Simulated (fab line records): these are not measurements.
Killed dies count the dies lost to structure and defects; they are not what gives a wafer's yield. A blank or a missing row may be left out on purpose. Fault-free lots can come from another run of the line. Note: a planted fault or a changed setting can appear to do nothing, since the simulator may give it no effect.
Which tool is to blame?    flow n5_finfet    9 lots, 27 wafers sampled, at 1 step of a route of 1938

WHAT THE GAUGES READ, wafer by wafer
N5_BEOL_M4_RC_MEAS_101.
lot   measured      on         DIBL_N (mV/V)   DIBL_P (mV/V)   IOFF_N (nA/um)  IOFF_P (nA/um)  ION_N (uA/um)  ION_P (uA/um)  SS_N (mV/dec)   SS_P (mV/dec)   VT_N (mV)    VT_P (mV)
L400  day 9 16:58   prober-01  34.3 37.9 34.6  35.4 38.9 34.2  0.15 0.21 0.14  0.19 0.26 0.18  688 702 678    478 479 462    71.3 72.8 71.8  73.7 74.1 72.8  247 243 249  -252 -248 -253
L401  day 10 01:32  prober-01  38.3 39.5 38.3  38.9 39.3 38.3  0.19 0.22 0.18  0.23 0.24 0.22  684 681 672    459 459 453    71.8 72.5 71.8  74.7 74.4 73.9  250 247 249  -252 -253 -253
L402  day 10 03:59  prober-01  36.7 35.5 35.9  38.4 36.3 38.2  0.18 0.17 0.17  0.24 0.21 0.24  668 678 661    456 463 458    71.8 71.5 72.1  73.2 73.5 74.4  248 251 248  -246 -247 -247
L403  day 10 10:39  prober-01  34.1 36.3 34.5  34.7 36.6 34.4  0.13 0.16 0.13  0.17 0.19 0.16  665 679 664    454 457 451    71.1 71.4 71.0  72.4 72.9 72.5  252 248 251  -252 -251 -254
L404  day 10 16:56  prober-02  35.4 40.4 37.8  33.1 40.4 35.9  0.14 0.26 0.18  0.18 0.31 0.21  689 717 681    467 480 462    71.3 72.2 72.4  71.7 73.7 73.5  249 241 247  -250 -245 -248
L405  day 10 19:24  prober-02  36.7 39.1 36.3  37.8 40.6 37.5  0.17 0.20 0.16  0.21 0.27 0.22  673 675 666    458 466 463    71.7 71.5 71.2  73.6 74.3 73.8  248 245 247  -250 -247 -252
L407  day 11 21:42  prober-02  34.3 37.3 35.8  35.5 39.1 36.8  0.17 0.22 0.19  0.20 0.27 0.22  677 689 693    457 468 464    71.5 72.8 72.2  73.0 73.9 72.6  249 245 248  -249 -247 -250
L415  day 13 22:55  prober-02  32.6 34.8 34.6  34.7 36.8 36.9  0.13 0.17 0.16  0.21 0.23 0.25  678 685 674    471 472 466    71.6 72.3 72.4  72.8 73.4 74.2  253 249 251  -248 -250 -248
L416  day 14 02:04  prober-02  34.9 38.4 34.8  33.1 38.7 33.7  0.13 0.20 0.13  0.17 0.25 0.17  681 688 690    462 463 465    71.8 72.1 70.8  73.0 73.7 72.6  251 245 250  -252 -249 -254

EACH LOT AND THE TOOL THAT RAN IT (in order: tool; ch and the chambers of the sampled wafers; start)
Record: no process step prior to these readings.

WHAT THE TOOLS THEMSELVES READ (means of the sampled wafers that have a number; where no wafer has one, the mark that the record gives instead)
The record holds no such reading with a usual standard deviation.

THE ANSWER, worked out from the rows above alone
Rule: what is usual is taken from the lots themselves. The widest of any qualifying gaps counts: lots, ordered by their means at a reading, are off when they make up no more than a third of the lots, leave a main group of 4 or more, and stand apart from it by 3 or more times the standard deviation of that group's means. The tables above print the reading to a certain number of digits; a main group whose means all agree to those digits is not used. A lot without any number at a reading at which 4 lots or more have one is off too. The other lots that the step has rows for count as sound. First the gauges in route order, then the tools' own readings, where a lot's mean is used as printed above. The first step at which some lot is off is used, and at that step the reading that is off furthest; a lot without a number counts as furthest.
No lot is off on any of the readings shown, so nothing can be concluded from this.

WHAT THE SIMULATOR HAD PUT IN
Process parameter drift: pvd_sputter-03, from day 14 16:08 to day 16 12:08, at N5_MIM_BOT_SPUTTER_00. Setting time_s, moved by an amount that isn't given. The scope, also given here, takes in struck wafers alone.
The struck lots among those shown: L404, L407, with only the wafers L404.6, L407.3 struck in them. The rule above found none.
